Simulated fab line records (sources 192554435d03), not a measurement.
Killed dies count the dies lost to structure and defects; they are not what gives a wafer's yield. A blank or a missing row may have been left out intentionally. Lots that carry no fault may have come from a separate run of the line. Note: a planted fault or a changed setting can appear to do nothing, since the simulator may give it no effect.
fab line records    flow n5-finfet    part 1 of 2: steps 1 to 6 of 7
record lots=9  wafers=26  last-day=17
route steps=1938 shown FIN_SAQP@147 FIN_CUT@164 STI_FIN_REVEAL@200 BEOL_M4@1111 PASSIVATION@1936
lots untouched by any fault: they come from a run of this same line in which no faults occurred
start-h: start of the lot's first displayed wafer, in hours after the record's first day    wait-h: how many hours have passed since the lot's step before this one    " the same as in the row above    L1.1+2: several wafers, shown together as one row    - either no value or no given start    * or withheld: withheld    < > ~ a bound
route shown NAME@n: names a module that has steps shown in the file, with the first one's number in the route    usual: mean and standard deviation over wafers with no fault    same: alike in all rows    chamber/n: place in a boat    sites: readings site by site    _std_site: standard deviation of those values    _edge_site: outer sites' mean less inner sites'    radius-mm: for every site, how far away it sits from the centre of the wafer    mask NAME#n: copy n    behind: tool/chamber where the wafer was last shaped    hold: what put the lot on hold/how long, in hours/how the hold closed    device: transistor that didn't switch, given as n, p or np    end of line: the route-end tests of the same wafers    step lacking rows: just its recipe    killed: dies lost to structure and defects at the first sort, not the wafer's yield    map: shows each die of a wafer: x if killed, . if not, _ if none is there
set.NAME: the setting the step ran with; set.NAME@STEP: the setting that earlier step ran with    model.NAME: the simulator's own value behind a step, which no gauge read
the route's steps for a sample of lots (tables are steps, rows are wafers)
services: the hour from which a tool's chamber was out of use, counted from the record's first day as start-h (under 0 if before that day), plus the number of hours and why
## steps
# step N5_FIN_SAQP_FIN_ETCH_36
# recipe chemistry=HBr/Cl2/O2  target-depth-a=1200  mask-material=SiNx  time-s=50.4  bias-w=102  pressure-mtorr=10  icp-w=800  HBr_flow_sccm=150  Cl2_flow_sccm=80  O2_flow_sccm=12
# usual drypump-motor-current-A=5.6/0.52  mfc-cl2-sccm=80.01/0.24  oes-product-au=0.993/0.022  throttle-valve-pct=36.2/0.32
# same time-s=50.4
lot.wafer  tool       chamber  start-h  wait-h  drypump-motor-current-A  mfc-cl2-sccm  oes-product-au  rf-hours-counter-h  throttle-valve-pct
L654.1     rie-si-06  0        31.94    0.0     5.6                      80.16         1.001           22                  36.5
L654.2     "          1        "        "       5.7                      79.79         0.961           67                  36.2
L654.5     "          2        "        "       5.2                      79.91         1.016           -                   36.2
L657.2     rie-si-06  0        52.72    0.0     5.6                      79.95         1.008           23                  36.5
L657.3     "          1        "        "       5.7                      80.16         0.975           68                  36.3
L657.4     "          2        "        "       5.2                      80.07         1.009           133                 36.2
L658.2     rie-si-03  0        57.48    0.0     5.1                      80.30         1.021           80                  36.2
L658.3     "          1        "        "       4.9                      79.87         0.952           27                  36.9
L658.6     "          0        "        "       5.1                      79.75         1.022           -                   36.2
L660.3     rie-si-06  2        68.40    0.0     5.2                      80.09         1.001           133                 36.2
L660.4     "          1        "        "       5.7                      80.06         0.966           68                  36.2
L660.6     "          1        "        "       5.7                      79.93         0.961           -                   36.2
L664.1     rie-si-01  2        94.92    0.0     5.3                      80.43         1.017           2                   35.7
L664.5     "          3        "        "       6.1                      80.04         0.979           -                   36.4
L667.2     rie-si-06  1        110.07   0.0     5.7                      80.33         0.962           69                  36.3
L667.5     "          3        "        "       5.5                      79.68         1.002           -                   35.7
L667.6     "          2        "        "       5.2                      79.63         1.009           -                   36.2
L672.2     rie-si-06  2        140.01   0.0     5.2                      79.99         1.003           135                 36.2
L672.3     "          1        "        "       5.7                      80.12         0.968           69                  36.2
L672.5     "          3        "        "       5.5                      79.72         0.993           -                   35.7
L673.1     rie-si-03  0        146.81   0.0     5.1                      80.13         1.021           82                  36.2
L673.5     "          0        "        "       5.1                      80.29         1.022           -                   36.2
L673.6     "          3        "        "       6.6                      79.90         0.974           -                   36.3
L676.3     rie-si-03  0        164.09   0.0     5.1                      80.46         1.028           82                  36.2
L676.5     "          1        "        "       4.8                      80.30         0.966           -                   36.9
L676.6     "          2        "        "       5.5                      80.03         1.006           -                   36.1
# step N5_FIN_CUT_OVL_MEAS_09
# recipe points-per-wafer=522
# usual FIN_CUT_OVL=-0.2/0.73
lot.wafer  tool        chamber  start-h  wait-h  FIN_CUT_OVL[nm]
L654.1     overlay-01  0        32.53    0.0     -0.3
L654.2     "           0        "        "       -0.5
L654.5     "           0        "        "       -1.8
L657.2     overlay-02  0        53.32    0.0     -0.2
L657.3     "           0        "        "       0.0
L657.4     "           0        "        "       -0.3
L658.2     overlay-02  0        58.08    0.0     -0.2
L658.3     "           0        "        "       -1.1
L658.6     "           0        "        "       -0.2
L660.3     overlay-01  0        68.99    0.0     -0.4
L660.4     "           0        "        "       0.7
L660.6     "           0        "        "       -0.1
L664.1     overlay-02  0        95.63    0.0     -0.9
L664.5     "           0        "        "       -0.1
L667.2     overlay-01  0        110.79   0.0     -1.0
L667.5     "           0        "        "       -0.2
L667.6     "           0        "        "       -0.7
L672.2     overlay-02  0        140.73   0.0     0.0
L672.3     "           0        "        "       0.1
L672.5     "           0        "        "       1.3
L673.1     overlay-02  0        147.52   0.0     0.4
L673.5     "           0        "        "       -0.6
L673.6     "           0        "        "       -0.9
L676.3     overlay-01  0        164.81   0.0     0.1
L676.5     "           0        "        "       0.3
L676.6     "           0        "        "       0.8
# step N5_FIN_CUT_STRIP_24
# recipe chemistry=CF4  resist=SiARC  power-w=300  bias-power-w=75  pressure-mtorr=50  cf4-flow-sccm=150  rf-frequency-hz=6e+07
# usual bias-power-w=75.04/0.22  drypump-motor-current-A=5.9/0.45  oes-product-au=0.77/0.084  rf-vpp-V=271.4/1.4  showerhead-plenum-p-Torr=1.81/0.05  throttle-valve-pct=13.66/0.26
lot.wafer  tool         chamber  start-h  wait-h  bias-power-w  drypump-motor-current-A  oes-product-au  rf-hours-counter-h  rf-vpp-V  showerhead-plenum-p-Torr  throttle-valve-pct
L654.1     rie-diel-03  0        33.04    0.0     75.14         6.2                      0.70            211                 269.7     1.75                      13.39
L654.2     "            2        "        "       75.06         6.6                      0.70            219                 273.2     1.84                      13.79
L654.5     "            3        "        "       74.43         5.7                      0.72            -                   271.9     1.87                      13.78
L657.2     rie-diel-03  2        53.83    0.0     74.78         6.6                      0.69            225                 271.0     1.84                      13.81
L657.3     "            1        "        "       75.01         5.7                      0.76            134                 269.2     1.76                      13.91
L657.4     "            0        "        "       74.96         6.2                      0.70            217                 270.1     1.75                      13.43
L658.2     rie-diel-03  2        59.05    0.0     75.00         6.6                      0.68            226                 271.7     1.84                      13.83
L658.3     "            3        "        "       75.31         5.7                      0.71            177                 271.2     1.87                      13.79
L658.6     "            2        "        "       74.90         6.6                      0.69            -                   273.5     1.84                      13.81
L660.3     rie-diel-02  2        69.49    0.0     75.05         6.1                      0.71            218                 270.5     1.78                      13.95
L660.4     "            0        "        "       75.08         6.2                      0.71            178                 272.6     1.88                      13.52
L660.6     "            2        "        "       74.93         6.1                      0.71            -                   271.1     1.78                      13.93
L664.1     rie-diel-06  2        96.79    0.0     74.82         5.3                      0.77            135                 271.1     1.83                      13.97
L664.5     "            1        "        "       75.04         5.5                      0.69            -                   271.0     1.77                      13.81
L667.2     rie-diel-03  0        111.29   0.0     74.97         6.2                      0.69            236                 270.3     1.74                      13.46
L667.5     "            1        "        "       75.07         5.7                      0.76            -                   270.2     1.75                      13.95
L667.6     "            2        "        "       75.32         6.6                      0.67            -                   272.1     1.83                      13.86
L672.2     rie-diel-06  0        141.25   0.0     75.32         6.1                      0.82            67                  269.7     1.82                      13.67
L672.3     "            3        "        "       75.15         5.4                      0.90            23                  274.8     1.89                      13.21
L672.5     "            2        "        "       75.14         5.4                      0.76            -                   270.2     1.82                      14.01
L673.1     rie-diel-03  3        148.03   0.0     75.42         5.7                      0.69            204                 272.6     1.86                      13.87
L673.5     "            1        "        "       75.17         5.7                      0.75            -                   271.1     1.75                      13.99
L673.6     "            3        "        "       75.43         5.7                      0.70            -                   274.6     1.86                      13.86
L676.3     rie-diel-02  2        165.30   0.0     74.81         6.1                      0.69            248                 271.1     1.77                      14.01
L676.5     "            3        "        "       75.09         5.2                      0.85            -                   268.8     1.76                      13.37
L676.6     "            0        "        "       74.85         6.3                      0.69            -                   272.7     1.87                      13.59
# step N5_STI_FIN_REVEAL_OXIDATION_31
# recipe chemistry=O2_PLASMA_REMOTE  temp-c=150  time-s=20  pressure-mtorr=1000  source-power-w=2000  o2-flow-sccm=3000
# usual chamber-pressure-mTorr=1000.0/0.86  drypump-motor-current-A=5.9/0.78  heater-power-w=141/5.6  time-s=20/0
lot.wafer  tool             chamber  start-h  wait-h  chamber-pressure-mTorr  drypump-motor-current-A  heater-power-w  rf-hours-counter-h  time-s
L654.1     plasma-asher-02  0        42.00    0.0     999.5                   6.7                      142             31                  20
L654.2     "                1        "        "       999.3                   4.8                      137             31                  20
L654.5     "                1        "        "       998.5                   4.8                      136             -                   20
L657.2     plasma-asher-01  0        62.59    0.0     1000.7                  5.4                      150             81                  20
L657.3     "                0        "        "       999.6                   5.4                      151             -                   20
L657.4     "                1        "        "       999.4                   6.5                      140             -                   20
L658.2     plasma-asher-02  1        67.74    0.0     999.7                   4.8                      133             37                  20
L658.3     "                1        "        "       1000.2                  4.8                      134             -                   20
L658.6     "                0        "        "       1002.0                  6.7                      139             -                   20
L660.3     plasma-asher-01  0        78.13    0.1     1000.6                  5.4                      148             -                   20
L660.4     "                1        "        "       999.1                   6.6                      138             -                   20
L660.6     "                0        "        "       999.6                   5.4                      147             -                   20
L664.1     plasma-asher-02  0        105.70   0.0     1000.0                  6.8                      143             45                  20
L664.5     "                1        "        "       999.9                   4.8                      135             -                   20
L667.2     plasma-asher-02  0        120.31   0.0     1000.5                  6.8                      143             48                  20
L667.5     "                0        "        "       1000.4                  6.7                      141             -                   20
L667.6     "                1        "        "       1000.8                  4.8                      134             -                   20
L672.2     plasma-asher-02  0        150.22   0.1     -                       -                        -               -                   -
L672.3     "                0        "        "       -                       -                        -               -                   -
L672.5     "                0        "        "       -                       -                        -               -                   -
L673.1     plasma-asher-01  0        156.92   0.0     -                       -                        -               -                   -
L673.5     "                0        "        "       -                       -                        -               -                   -
L673.6     "                1        "        "       -                       -                        -               -                   -
L676.3     plasma-asher-01  0        174.00   0.1     1001.6                  5.4                      150             -                   20
L676.5     "                0        "        "       1000.1                  5.4                      152             -                   20
L676.6     "                1        "        "       999.2                   6.5                      138             -                   20
# step N5_STI_FIN_REVEAL_CD_MEAS_22
# recipe target-cd-nm=6.238  pitch-nm=28  polarity=line
# usual cd-nm=6.17/0.3
lot.wafer  tool       chamber  start-h  wait-h  cd-nm
L654.1     cd-sem-03  -        42.52    0.0     6.55
L654.2     "          -        "        "       6.14
L654.5     "          -        "        "       6.34
L657.2     cd-sem-01  -        63.11    0.0     6.86
L657.3     "          -        "        "       6.24
L657.4     "          -        "        "       6.17
L658.2     cd-sem-01  -        68.26    0.0     6.32
L658.3     "          -        "        "       5.80
L658.6     "          -        "        "       6.45
L660.3     cd-sem-03  -        78.63    0.0     5.90
L660.4     "          -        "        "       6.13
L660.6     "          -        "        "       5.97
L664.1     cd-sem-03  -        106.22   0.0     5.86
L664.5     "          -        "        "       6.62
L667.2     cd-sem-03  -        120.83   0.0     6.41
L667.5     "          -        "        "       6.32
L667.6     "          -        "        "       6.15
L672.2     cd-sem-01  -        150.74   0.0     6.99
L672.3     "          -        "        "       7.50
L672.5     "          -        "        "       7.14
L673.1     cd-sem-03  -        157.43   0.0     8.01
L673.5     "          -        "        "       7.41
L673.6     "          -        "        "       7.23
L676.3     cd-sem-02  -        174.51   0.0     6.06
L676.5     "          -        "        "       6.07
L676.6     "          -        "        "       6.03
# step N5_BEOL_M4_RC_MEAS_101
# usual DIBL_N=36.1/2  DIBL_P=36.3/2.4  IOFF_N=0.15/0.035  IOFF_N_85C=3.0/0.56  IOFF_N_LIN=0.072/0.013  IOFF_N_LONG=5.47e-05/2.8e-06  IOFF_P=0.21/0.039  IOFF_P_85C=3.7/0.57  IOFF_P_LIN=0.101/0.014  ION_N=672/15  ION_P=463/9.7  REXT_N=75.5/1.9  REXT_P=100.8/2.4  SS_N=71.5/0.7  SS_P=73.2/0.75  VT_N=251/3.6  VT_N_LONG=275.4/2  VT_N_LVT=100/3.6  VT_P=-250/3.8
lot.wafer  tool       chamber  start-h  wait-h  DIBL_N[mV/V]  DIBL_P[mV/V]  IOFF_N[nA/um]  IOFF_N_85C[nA/um]  IOFF_N_LIN[nA/um]  IOFF_N_LONG[nA/um]  IOFF_P[nA/um]  IOFF_P_85C[nA/um]  IOFF_P_LIN[nA/um]  ION_N[uA/um]  ION_P[uA/um]  REXT_N[ohm.um]  REXT_P[ohm.um]  SS_N[mV/dec]  SS_P[mV/dec]  VT_N[mV]  VT_N_LONG[mV]  VT_N_LVT[mV]  VT_P[mV]
L654.1     prober-02  0        174.00   0.0     39.4          40.9          0.23           4.2                0.099              5.33e-05            0.26           4.3                0.112              693           469           72.7            104.8           72.7          73.6          245       277.3          95            -249
L654.2     "          0        "        "       36.0          36.5          0.15           3.1                0.074              5.32e-05            0.19           3.3                0.088              689           470           74.2            103.6           71.2          72.8          248       275.7          99            -252
L654.5     "          0        "        "       39.1          40.4          0.22           4.0                0.096              5.3e-05             0.26           4.3                0.111              707           475           73.0            104.7           72.4          74.9          247       276.1          96            -249
L658.2     prober-02  0        195.51   0.2     37.0          38.5          0.18           3.6                0.087              5.68e-05            0.27           4.4                0.118              695           480           74.1            99.7            71.8          74.5          247       273.0          95            -246
L658.3     "          0        "        "       34.6          35.6          0.13           2.7                0.064              5.64e-05            0.20           3.5                0.095              671           468           74.2            100.7           71.5          73.2          254       272.8          102           -248
L658.6     "          0        "        "       35.8          36.7          0.16           3.2                0.079              5.6e-05             0.23           4.0                0.110              691           478           74.8            101.2           70.7          74.0          248       276.5          97            -247
L657.2     prober-01  0        196.05   0.2     34.1          36.1          0.14           2.8                0.068              5.29e-05            0.20           3.5                0.101              670           461           74.1            97.2            71.1          72.7          248       276.4          100           -250
L657.3     "          0        "        "       37.2          39.6          0.17           3.3                0.078              5.1e-05             0.26           4.3                0.117              664           463           74.7            97.5            71.7          73.7          250       280.1          100           -250
L657.4     "          0        "        "       35.7          36.1          0.15           3.0                0.070              5.41e-05            0.19           3.4                0.096              660           458           74.4            97.2            72.0          72.8          251       276.4          101           -252
L660.3     prober-01  0        214.52   0.8     35.6          35.5          0.15           3.0                0.072              5.88e-05            0.21           3.7                0.102              667           464           74.9            101.6           71.7          73.1          250       272.5          99            -248
L660.4     "          0        "        "       33.7          34.3          0.15           3.0                0.073              5.81e-05            0.19           3.5                0.097              670           457           75.6            103.9           70.9          72.5          249       271.8          98            -248
L660.6     "          0        "        "       35.2          35.2          0.16           3.1                0.075              5.87e-05            0.21           3.8                0.105              677           461           75.7            102.4           71.2          73.4          246       273.1          98            -249
L664.1     prober-02  0        239.84   0.0     37.0          37.7          0.18           3.5                0.083              5.72e-05            0.24           4.1                0.111              682           470           75.9            102.9           72.2          73.9          246       273.7          98            -246
L664.5     "          0        "        "       38.6          39.9          0.22           4.1                0.098              5.61e-05            0.30           4.9                0.129              697           473           75.9            102.5           72.5          74.0          246       273.1          95            -245
L667.2     prober-02  0        252.43   0.2     37.0          37.2          0.17           3.4                0.082              5.53e-05            0.24           3.9                0.108              696           474           76.7            99.8            71.3          72.7          247       271.6          95            -248
L667.5     "          0        "        "       34.1          33.6          0.12           2.4                0.058              5.35e-05            0.17           3.1                0.085              655           457           76.6            98.8            70.9          72.2          253       274.8          101           -253
L667.6     "          0        "        "       35.9          35.8          0.15           2.9                0.072              5.56e-05            0.21           3.5                0.097              687           474           76.0            99.5            70.9          73.0          252       275.3          98            -252
L672.2     prober-01  0        284.75   0.2     42.8          46.3          0.37           6.3                0.173              6.73e-05            0.39           6.1                0.183              711           480           71.0            91.7            73.4          75.7          236       267.5          84            -244
L672.3     "          0        "        "       44.0          47.7          0.45           7.3                0.201              6.9e-05             0.44           6.7                0.197              745           496           70.0            91.3            73.1          75.6          232       268.4          81            -241
L672.5     "          0        "        "       39.0          41.3          0.23           4.1                0.117              6.77e-05            0.27           4.5                0.140              686           468           70.7            91.4            71.7          74.7          244       265.3          90            -248
L673.1     prober-02  0        287.61   0.0     42.7          47.6          0.43           7.3                0.199              7.21e-05            0.50           7.7                0.227              725           501           71.0            93.0            73.1          76.4          234       265.6          82            -240
L673.5     "          0        "        "       41.2          44.4          0.36           6.2                0.169              7.19e-05            0.42           6.6                0.199              717           488           69.4            93.9            73.4          75.7          235       265.4          86            -241
L673.6     "          0        "        "       40.4          42.6          0.30           5.4                0.149              7.41e-05            0.35           5.7                0.174              713           481           70.5            94.1            72.4          75.0          237       266.3          87            -245
L676.3     prober-02  0        306.90   0.3     37.6          36.7          0.17           3.2                0.076              6.03e-05            0.24           4.2                0.114              673           467           76.3            106.1           71.1          74.5          249       272.7          97            -247
L676.5     "          0        "        "       35.1          33.4          0.13           2.6                0.062              6.01e-05            0.19           3.4                0.097              661           461           75.7            104.7           70.7          72.1          252       272.0          100           -249
L676.6     "          0        "        "       38.3          38.3          0.19           3.5                0.084              6.17e-05            0.27           4.5                0.122              701           481           77.0            103.2           71.2          73.5          247       271.0          96            -243
## key
first-sign step=N5_STI_FIN_REVEAL_OXIDATION_31  reading=tool-record  direction=missing
effect step=N5_STI_FIN_REVEAL_CD_MEAS_22  reading=cd-nm  direction=up  sigmas=4.1  usual=6.17  struck=7.38
effect step=N5_BEOL_M4_RC_MEAS_101  reading=IOFF_N_LIN  direction=up  sigmas=7.4  usual=0.072  struck=0.168
effect step=N5_BEOL_M4_RC_MEAS_101  reading=IOFF_P_LIN  direction=up  sigmas=5.9  usual=0.101  struck=0.187
effect step=N5_BEOL_M4_RC_MEAS_101  reading=IOFF_N  direction=up  sigmas=5.9  usual=0.15  struck=0.36
effect step=N5_BEOL_M4_RC_MEAS_101  reading=IOFF_N_LONG  direction=up  sigmas=5.6  usual=5.47e-05  struck=7.03e-05
effect step=N5_BEOL_M4_RC_MEAS_101  reading=IOFF_N_85C  direction=up  sigmas=5.5  usual=3.0  struck=6.1
effect step=N5_BEOL_M4_RC_MEAS_101  reading=IOFF_P  direction=up  sigmas=4.7  usual=0.21  struck=0.40
effect step=N5_BEOL_M4_RC_MEAS_101  reading=VT_N_LONG  direction=down  sigmas=4.5  usual=275.4  struck=266.4
effect step=N5_BEOL_M4_RC_MEAS_101  reading=IOFF_P_85C  direction=up  sigmas=4.4  usual=3.7  struck=6.2
effect step=N5_BEOL_M4_RC_MEAS_101  reading=VT_N_LVT  direction=down  sigmas=4  usual=100  struck=85
effect step=N5_BEOL_M4_RC_MEAS_101  reading=VT_N  direction=down  sigmas=4  usual=251  struck=236
effect step=N5_BEOL_M4_RC_MEAS_101  reading=DIBL_P  direction=up  sigmas=3.6  usual=36.3  struck=45.0
effect step=N5_BEOL_M4_RC_MEAS_101  reading=REXT_P  direction=down  sigmas=3.4  usual=100.8  struck=92.5
effect step=N5_PASSIVATION_PROBE_49  reading=sort_bin_4_leakage  direction=up  sigmas=99+  usual=0  struck=15.72  wafers-moved=5
met-at N5_STI_FIN_REVEAL_OXIDATION_31
struck-lots L672,L673
baseline-loss step=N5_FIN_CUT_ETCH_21  wafers=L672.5
not-acting-at N5_FIN_SAQP_FIN_ETCH_36,N5_FIN_CUT_OVL_MEAS_09,N5_FIN_CUT_STRIP_24
onset-between 120.31 150.22
fault kind=skipped-step-whole  tool=plasma-asher-01,plasma-asher-02  chamber=-  onset-h=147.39  steps=N5_STI_FIN_REVEAL_OXIDATION_31  scope=struck-lots-only
# baseline-loss: these wafers lose ten dies or more at that step, a loss of the line's own and not of a fault; the sort's usual values leave them out
